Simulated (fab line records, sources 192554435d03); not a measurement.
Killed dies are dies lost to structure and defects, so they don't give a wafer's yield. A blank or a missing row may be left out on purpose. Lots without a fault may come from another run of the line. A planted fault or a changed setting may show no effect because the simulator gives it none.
Which tool did it? | flow n5_finfet | 24 lots, 72 wafers sampled, at 3 steps of a route of 1938

WHAT THE GAUGES READ, wafer by wafer
N5_WELL_APT_OVL_MEAS_09. Usual: NWELL_OVL 5 nm, standard deviation 4.9.
lot  | measured    | on         | NWELL_OVL (nm) | flag
L074 | day 1 13:50 | overlay-02 | 13 14 2        |
L075 | day 1 19:38 | overlay-02 | -5 -6 2        |
L076 | day 2 01:47 | overlay-01 | 4 3 3          |
L077 | day 2 07:43 | overlay-01 | -2 4 6         |
L078 | day 2 13:45 | overlay-02 | 5 3 5          |
L079 | day 2 19:43 | overlay-01 | 10 7 8         |
L080 | day 3 01:53 | overlay-01 | 13 2 6         |
L081 | day 3 07:50 | overlay-02 | 8 5 1          |
L082 | day 3 13:43 | overlay-01 | 14 4 0         |
L083 | day 3 19:44 | overlay-02 | 2 4 2          |
L084 | day 4 01:59 | overlay-02 | -2 -2 5        |
L085 | day 4 07:36 | overlay-02 | 5 9 8          |
L086 | day 4 13:44 | overlay-01 | 8 5 5          |
L087 | day 4 20:02 | overlay-02 | 1 15 6         |
L088 | day 5 01:43 | overlay-01 | 6 9 7          |
L089 | day 5 07:40 | overlay-01 | 16 12 9        |
L090 | day 5 13:43 | overlay-01 | 9 4 5          |
L091 | day 5 19:38 | overlay-01 | 4 10 8         |
L092 | day 6 01:56 | overlay-01 | 2 1 4          |
L093 | day 6 07:43 | overlay-01 | 9 13 9         |
L094 | day 6 13:38 | overlay-02 | 6 2 6          |
L095 | day 6 19:44 | overlay-01 | -3 0 -2        |
L096 | day 7 01:43 | overlay-01 | -1 1 5         |
L097 | day 7 09:19 | overlay-02 | 4 2 2          |

N5_FIN_SAQP_OVL_MEAS_17. Usual: FIN_CORE_OVL -0.5 nm, standard deviation 0.77.
lot  | measured    | on         | FIN_CORE_OVL (nm) | flag
L074 | day 1 21:49 | overlay-02 | -0.2 0.1 0.4      |
L075 | day 2 03:25 | overlay-01 | -1.9 -0.5 -0.7    |
L076 | day 2 10:00 | overlay-01 | -1.3 -1.2 -1.3    |
L077 | day 2 15:41 | overlay-01 | -1.5 0.3 -1.9     |
L078 | day 2 22:08 | overlay-01 | -0.2 0.2 -0.7     |
L079 | day 3 04:31 | overlay-01 | -0.3 0.3 -1.3     |
L080 | day 3 10:12 | overlay-01 | -1.5 -2.7 -1.5    |
L081 | day 3 15:55 | overlay-02 | -0.3 -0.3 -0.5    |
L082 | day 3 22:44 | overlay-02 | 1.0 0.2 1.4       |
L083 | day 4 05:17 | overlay-01 | -1.7 -0.9 -0.5    |
L084 | day 4 11:29 | overlay-02 | -0.6 0.7 0.0      |
L085 | day 4 16:22 | overlay-01 | -0.5 0.1 0.6      |
L086 | day 4 22:40 | overlay-01 | 0.4 -1.1 -1.3     |
L087 | day 5 06:10 | overlay-02 | 1.2 1.2 -0.9      |
L088 | day 5 10:47 | overlay-01 | -1.2 0.3 -1.0     |
L089 | day 5 17:52 | overlay-02 | -1.1 -0.1 0.8     |
L090 | day 5 22:12 | overlay-02 | -0.9 -0.2 -0.8    |
L091 | day 6 04:11 | overlay-02 | -0.5 -1.8 -1.0    |
L092 | day 6 11:10 | overlay-02 | -0.1 0.0 -0.4     |
L093 | day 6 16:11 | overlay-01 | -0.9 0.0 -0.8     |
L094 | day 6 23:05 | overlay-01 | -0.2 -1.9 -1.3    |
L095 | day 7 04:28 | overlay-01 | -0.5 -0.2 -0.4    |
L096 | day 7 12:29 | overlay-02 | -0.9 -0.2 -0.6    |
L097 | day 7 18:13 | overlay-02 | -1.2 -1.5 -0.1    |

WHICH TOOL RAN EACH LOT (tool, then ch and the chambers of the sampled wafers, then the start)
lot  | N5_ZERO_LAYER_DESCUM_16
L074 | rie_diel-04 ch 1,2,3, day 1 12:56
L075 | rie_diel-01 ch 1,2, day 1 18:43
L076 | rie_diel-01 ch 1,2,3, day 2 00:51
L077 | rie_diel-01 ch 0,1,3, day 2 06:41
L078 | rie_diel-04 ch 0,1,2, day 2 12:41
L079 | rie_diel-06 ch 0,3, day 2 18:41
L080 | rie_diel-06 ch 0,3, day 3 00:50
L081 | rie_diel-04 ch 0,3, day 3 06:49
L082 | rie_diel-01 ch 0,1, day 3 12:41
L083 | rie_diel-04 ch 0,2,3, day 3 18:49
L084 | rie_diel-04 ch 0,2,3, day 4 01:05
L085 | rie_diel-04 ch 2,3, day 4 06:41
L086 | rie_diel-04 ch 1,2,3, day 4 12:48
L087 | rie_diel-04 ch 1,3, day 4 18:59
L088 | rie_diel-04 ch 0,1,3, day 5 00:48
L089 | rie_diel-01 ch 1,2,3, day 5 06:46
L090 | rie_diel-06 ch 1,2,3, day 5 12:48
L091 | rie_diel-06 ch 0,2, day 5 18:44
L092 | rie_diel-04 ch 1,3, day 6 00:54
L093 | rie_diel-06 ch 0,1, day 6 06:48
L094 | rie_diel-04 ch 0,2,3, day 6 12:43
L095 | rie_diel-06 ch 0,1, day 6 18:42
L096 | rie_diel-06 ch 0,1, day 7 00:41
L097 | rie_diel-06 ch 1,2,3, day 7 08:25
- N5_ZERO_LAYER_DESCUM_16: chemistry O2, time 7.9 s.

WHAT THE TOOLS THEMSELVES READ (means of the sampled wafers that have a number; where no wafer has one, the mark that the record gives instead)
N5_ZERO_LAYER_DESCUM_16. Usual: drypump_motor_current_A 5.7 A, standard deviation 0.42; oes_product_au 0.77 a.u., standard deviation 0.066; rf_fwd_power_W 49.42 W, standard deviation 0.25; rf_vpp_V 243.3 V, standard deviation 1.6; showerhead_plenum_p_Torr 2.11 Torr, standard deviation 0.088; throttle_valve_pct 20.49 %, standard deviation 0.2.
lot  | tool        | drypump_motor_current_A (A) | oes_product_au (a.u.) | rf_fwd_power_W (W) | rf_vpp_V (V) | showerhead_plenum_p_Torr (Torr) | throttle_valve_pct (%) | flag
L074 | rie_diel-04 | 5.8                         | 0.81                  | 49.60              | 244.4        | 2.16                            | 20.45                  |
L075 | rie_diel-01 | 6.0                         | 0.80                  | 49.42              | 244.0        | 2.14                            | 20.53                  |
L076 | rie_diel-01 | 5.8                         | 0.77                  | 49.50              | 242.5        | 2.13                            | 20.45                  |
L077 | rie_diel-01 | 6.2                         | 0.75                  | 49.48              | 242.3        | 2.06                            | 20.57                  |
L078 | rie_diel-04 | 5.6                         | 0.82                  | 49.27              | 244.3        | 2.17                            | 20.53                  |
L079 | rie_diel-06 | 5.8                         | 0.76                  | 49.52              | 243.0        | 2.15                            | 20.61                  |
L080 | rie_diel-06 | 5.9                         | 0.76                  | 49.35              | 242.8        | 2.12                            | 20.63                  |
L081 | rie_diel-04 | 5.8                         | 0.75                  | 49.37              | 244.2        | 2.17                            | 20.43                  |
L082 | rie_diel-01 | 6.3                         | 0.77                  | 49.29              | 243.2        | 2.07                            | 20.66                  |
L083 | rie_diel-04 | 5.7                         | 0.81                  | 49.49              | 243.9        | 2.17                            | 20.40                  |
L084 | rie_diel-04 | 5.7                         | 0.80                  | 49.40              | 243.4        | 2.17                            | 20.41                  |
L085 | rie_diel-04 | 5.9                         | 0.84                  | 49.53              | 244.1        | 2.15                            | 20.35                  |
L086 | rie_diel-04 | 5.8                         | 0.77                  | 49.62              | 244.9        | 2.15                            | 20.49                  |
L087 | rie_diel-04 | 5.6                         | 0.71                  | 49.48              | 244.0        | 2.16                            | 20.64                  |
L088 | rie_diel-04 | 5.6                         | 0.74                  | 49.41              | 244.2        | 2.17                            | 20.56                  |
L089 | rie_diel-01 | 5.8                         | 0.75                  | 49.59              | 244.0        | 2.12                            | 20.49                  |
L090 | rie_diel-06 | 5.5                         | 0.74                  | 49.34              | 241.0        | 1.99                            | 20.42                  |
L091 | rie_diel-06 | 5.1                         | 0.70                  | 49.34              | 242.0        | 2.03                            | 20.53                  |
L092 | rie_diel-04 | 5.6                         | 0.71                  | 49.67              | 244.3        | 2.16                            | 20.66                  |
L093 | rie_diel-06 | 5.6                         | 0.78                  | 49.31              | 242.1        | 2.00                            | 20.27                  |
L094 | rie_diel-04 | 5.7                         | 0.79                  | 49.41              | 244.4        | 2.16                            | 20.44                  |
L095 | rie_diel-06 | 5.6                         | 0.77                  | 49.28              | 242.0        | 2.09                            | 20.45                  |
L096 | rie_diel-06 | 5.6                         | 0.77                  | 49.20              | 242.9        | 2.09                            | 20.45                  |
L097 | rie_diel-06 | 5.5                         | 0.83                  | 49.35              | 243.0        | 2.07                            | 20.33                  |

THE ANSWER, worked out from the rows above alone
Rule: a lot is off if the mean of its wafers that have a number lies more than 3 standard deviations from the usual mean. A lot without any number at a reading at which 4 lots or more have one is off too. The other lots that the step has rows for count as sound. The gauges are gone through in route order, then the tools' own readings, and for those a lot's mean is taken as printed above. The first step at which some lot is off is used, and at that step the reading that is off furthest; a lot without a number counts as furthest.
No lot is off at any reading shown: from this, nothing can be told.

WHAT THE SIMULATOR HAD PUT IN
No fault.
